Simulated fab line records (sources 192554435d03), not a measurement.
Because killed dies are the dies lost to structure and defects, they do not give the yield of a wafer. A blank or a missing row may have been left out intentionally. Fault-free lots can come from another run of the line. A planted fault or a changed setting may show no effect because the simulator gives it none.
Split-lot study | flow n5 finfet | 7 lots, 36 wafers read, on a route of 1938 steps

## THE SPLIT ITSELF
At N5_BEOL_M4_TRENCH_ETCH_37 (etches SiOC in C4F6/O2, target depth 55.555 nm, time 29.2 s), the setting target depth a was moved away from the recipe's 555.55 angstrom on 14 of the 36 wafers read, by -58.0% to +36.2%. All remaining wafers had this setting at the recipe value.

## FROM THE SPLIT TO THE READING: what the file shows between them, 8 steps
- N5_BEOL_M4_ETCH_41: etches SiCN in CH3F/O2, target depth 29.9 nm, time 52.5 s
- N5_BEOL_M4_STRIP_97: strips in N2/H2, time 10 s
- N5_BEOL_M4_OCD_MEAS_38
- N5_BEOL_M4_HM_STRIP_39: strips TiN in peroxide tin strip, target depth 25 nm, time 158 s
- N5_BEOL_M4_SRD_40: time 30 s
- N5_BEOL_M4_ECD_50: material Cu, target thk 300 nm
- N5_BEOL_M4_ANNEAL_51: time 90 s
- N5_BEOL_M4_CMP_52: polishes, stops on SiOC, t overpolish 6.8 s, target thk 40 nm

## THE READING
M4_THK, in nm, at N5_BEOL_M4_THK_MEAS_53 (measures by xrf). On this fab line, fault-free wafers typically give 39.3 nm with a standard deviation of 1.3 nm.

wafer  | tool, chamber at the split | target depth a as run, angstrom | against the recipe | M4_THK, nm | against lot-mates on the recipe
L074.1 | rie diel-03, 0             | 309.9                           | -44.2%             | 14.2       | -24.8
L074.3 | rie diel-03, 2             | 309.9                           | -44.2%             | 15.7       | -23.3
L074.5 | rie diel-03, 2             | 555.55                          | recipe             | 39.0       | -
L082.1 | rie diel-04, 3             | 756.5                           | +36.2%             | 63.0       | +22.4
L082.2 | rie diel-04, 1             | 756.5                           | +36.2%             | 61.1       | +20.5
L082.3 | rie diel-04, 0             | 756.5                           | +36.2%             | 59.9       | +19.3
L082.4 | rie diel-04, 2             | 555.55                          | recipe             | 40.1       | -
L082.5 | rie diel-04, 1             | 555.55                          | recipe             | 40.0       | -
L082.6 | rie diel-04, 0             | 555.55                          | recipe             | 41.7       | -
L084.1 | rie diel-03, 2             | 555.55                          | recipe             | 38.0       | -
L084.2 | rie diel-03, 0             | 555.55                          | recipe             | 38.7       | -
L084.3 | rie diel-03, 3             | 233.4                           | -58.0%             | 7.7        | -30.7
L084.4 | rie diel-03, 3             | 233.4                           | -58.0%             | 7.8        | -30.6
L084.5 | rie diel-03, 2             | 555.55                          | recipe             | 38.4       | -
L084.6 | rie diel-03, 0             | 233.4                           | -58.0%             | 7.3        | -31.1
L092.1 | rie diel-03, 1             | 555.55                          | recipe             | 39.2       | -
L092.2 | rie diel-03, 2             | 555.55                          | recipe             | 37.4       | -
L092.3 | rie diel-03, 3             | 310.1                           | -44.2%             | 13.9       | -23.9
L092.4 | rie diel-03, 0             | 310.1                           | -44.2%             | 14.9       | -22.9
L092.5 | rie diel-03, 0             | 555.55                          | recipe             | 36.8       | -
L092.6 | rie diel-03, 3             | 310.1                           | -44.2%             | 14.6       | -23.2
L093.1 | rie diel-03, 1             | 555.55                          | recipe             | 39.5       | -
L093.2 | rie diel-03, 0             | 555.55                          | recipe             | 37.0       | -
L093.3 | rie diel-03, 3             | 555.55                          | recipe             | 39.8       | -
L093.4 | rie diel-03, 1             | 555.55                          | recipe             | 39.0       | -
L093.5 | rie diel-03, 0             | 555.55                          | recipe             | 37.8       | -
L093.6 | rie diel-03, 3             | 555.55                          | recipe             | 38.0       | -
L095.1 | rie diel-03, 2             | 358.2                           | -35.5%             | 18.0       | -20.0
L095.2 | rie diel-03, 1             | 555.55                          | recipe             | 37.9       | -
L095.3 | rie diel-03, 0             | 358.2                           | -35.5%             | 18.3       | -19.7
L095.4 | rie diel-03, 3             | 555.55                          | recipe             | 38.4       | -
L095.5 | rie diel-03, 3             | 358.2                           | -35.5%             | 19.1       | -18.9
L095.6 | rie diel-03, 0             | 555.55                          | recipe             | 37.8       | -
L097.2 | rie diel-03, 1             | 555.55                          | recipe             | 39.1       | -
L097.3 | rie diel-03, 0             | 555.55                          | recipe             | 39.3       | -
L097.4 | rie diel-03, 3             | 555.55                          | recipe             | 39.4       | -

FIT RESULTS
A straight line over all 36 wafers: M4_THK changes by +0.563 nm for each +1% of target depth a; r = +1.00; the points scatter about the line by 1.3 nm.
The same after taking each lot's own level away (the mean of its wafers on the recipe; 36 wafers): +0.543 nm for each +1%; r = +1.00; scatter 0.84 nm.
The reading moves by 32 nm for the largest change in target depth a, on that fit.
Measured against the standard deviation above, the lots' own levels, which go from 37.80 to 40.60 nm, span 2.2 times it.
So the lot-to-lot level changes the slope little: the two slopes agree.
Check: -31.4 nm against its lot-mates is what the line predicts for one of the wafers moved furthest among these (-58.0%) when that wafer is left out of the fit. Against them it came out at -30.7 nm.

## THE WHOLE CHAIN: every reading that the file lists as answering this split, in the file's order
step                      | what it does                                                  | reading                                                                          | change (the file's fit)                                                              | r (the file's)
N5_BEOL_M4_TRENCH_ETCH_37 | etches SiOC in C4F6/O2, target depth 55.555 nm, time 29.2 s   | BEOL_M4.feature depth nm (the simulator's own value, which no gauge read)        | +0.549 nm for each +1% of the setting                                                | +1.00
N5_BEOL_M4_TRENCH_ETCH_37 | etches SiOC in C4F6/O2, target depth 55.555 nm, time 29.2 s   | etch.depth nm (the simulator's own value, which no gauge read)                   | +0.549 nm for each +1% of the setting                                                | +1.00
N5_BEOL_M4_TRENCH_ETCH_37 | etches SiOC in C4F6/O2, target depth 55.555 nm, time 29.2 s   | TiN_of_BEOL_M4_HM_DEP_02.thk nm (the simulator's own value, which no gauge read) | -0.0262 nm for each +1% of the setting                                               | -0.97
N5_BEOL_M4_OCD_MEAS_38    |                                                               | trench depth nm                                                                  | +0.549 nm for each +1% of the setting                                                | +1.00
N5_BEOL_M4_CMP_52         | polishes, stops on SiOC, t overpolish 6.8 s, target thk 40 nm | Cu_of_BEOL_M4_ECD_50.thk nm (the simulator's own value, which no gauge read)     | +0.545 nm for each +1% of the setting                                                | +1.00
N5_BEOL_M4_THK_MEAS_53    | measures by xrf                                               | M4_THK                                                                           | +0.541 for each +1% of the setting                                                   | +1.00
N5_BEOL_M4_RS_MEAS_58     | measures by four-point-probe                                  | M4_RS                                                                            | not straight: 6.581 at the lowest setting, 0.685 at the recipe, 0.392 at the highest | not given

## FILE'S OWN FIT
M4_THK changes by +0.541 nm for each +1% of target depth a, r = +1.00.
